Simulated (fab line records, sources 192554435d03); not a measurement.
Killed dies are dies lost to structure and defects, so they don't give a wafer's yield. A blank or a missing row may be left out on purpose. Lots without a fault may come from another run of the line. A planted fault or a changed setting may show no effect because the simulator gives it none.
Chamber matching | flow n5_finfet | N5_DUMMY_REMOVAL_HM_STRIP_01 on rie_diel-06: 4 sister chambers
The step strips SiNx in CH3F/O2, stops on poly-Si, target depth 4 nm, time 6.8 s. 18 wafers are shown with their chamber, then 9 later ones without.

WAFERS WITH THEIR CHAMBER
wafer  | chamber | showerhead_plenum_p_Torr (Torr) | drypump_motor_current_A (A) | throttle_valve_pct (%)
L075.1 | 1       | 2.07                            | 5.6                         | 16.66
L075.2 | 2       | 1.93                            | 6.4                         | 16.15
L075.3 | 3       | 2.00                            | 5.4                         | 16.61
L075.4 | 0       | 1.98                            | 5.2                         | 16.51
L075.5 | 0       | 1.98                            | 5.2                         | 16.50
L075.6 | 1       | 2.07                            | 5.6                         | 16.65
L079.1 | 3       | 2.00                            | 5.4                         | 16.62
L079.3 | 2       | 1.92                            | 6.5                         | 16.17
L079.5 | 0       | 1.98                            | 5.2                         | 16.51
L081.2 | 3       | 2.00                            | 5.5                         | 16.60
L081.5 | 3       | 2.00                            | 5.4                         | 16.63
L081.6 | 0       | 1.98                            | 5.2                         | 16.52
L082.2 | 1       | 2.07                            | 5.6                         | 16.69
L082.3 | 2       | 1.92                            | 6.4                         | 16.17
L082.5 | 2       | 1.92                            | 6.4                         | 16.16
L084.2 | 3       | 2.00                            | 5.4                         | 16.63
L084.4 | 1       | 2.07                            | 5.6                         | 16.69
L084.5 | 1       | 2.07                            | 5.6                         | 16.67

SIGNATURES (means of the wafers above)
reading                  | chamber 0 | chamber 1 | chamber 2 | chamber 3 | scatter within a chamber
showerhead_plenum_p_Torr | 1.9800    | 2.0700    | 1.9225    | 2.0000    | 0.00231
drypump_motor_current_A  | 5.200     | 5.600     | 6.425     | 5.420     | 0.0333
throttle_valve_pct       | 16.5100   | 16.6720   | 16.1625   | 16.6180   | 0.0132
Rule: a wafer's distance from a chamber is the root of the sum, over the readings, of the square of ((its reading less the chamber's mean) divided by the reading's scatter). The wafer belongs to the nearest chamber; if the next one is less than 2 further off, it can't be placed. The scatter: the root of (the sum of the squares of (reading less its chamber's mean) over the shown wafers, divided by (wafers less chambers)).

WAFERS WITHOUT THEIR CHAMBER
wafer  | showerhead_plenum_p_Torr (Torr) | drypump_motor_current_A (A) | throttle_valve_pct (%)
L091.1 | 2.06                            | 5.6                         | 16.71
L091.3 | 1.97                            | 5.2                         | 16.12
L091.6 | 2.06                            | 5.6                         | 16.71
L096.1 | 1.99                            | 5.4                         | 16.69
L096.2 | 1.92                            | 6.4                         | 16.20
L096.3 | 1.97                            | 5.2                         | 16.14
L096.4 | 2.06                            | 5.6                         | 16.73
L096.5 | 1.97                            | 5.2                         | 16.13
L096.6 | 1.99                            | 5.4                         | 16.67

WHICH CHAMBER EACH WENT THROUGH
wafer  | from the rows above | in truth
L091.1 | 1                   | 1
L091.3 | 0                   | 0
L091.6 | 1                   | 1
L096.1 | 3                   | 3
L096.2 | 2                   | 2
L096.3 | 0                   | 0
L096.4 | 1                   | 1
L096.5 | 0                   | 0
L096.6 | 3                   | 3
Placed correctly: 9 of 9. Can't be placed from these rows: 0. Placed wrongly: 0.
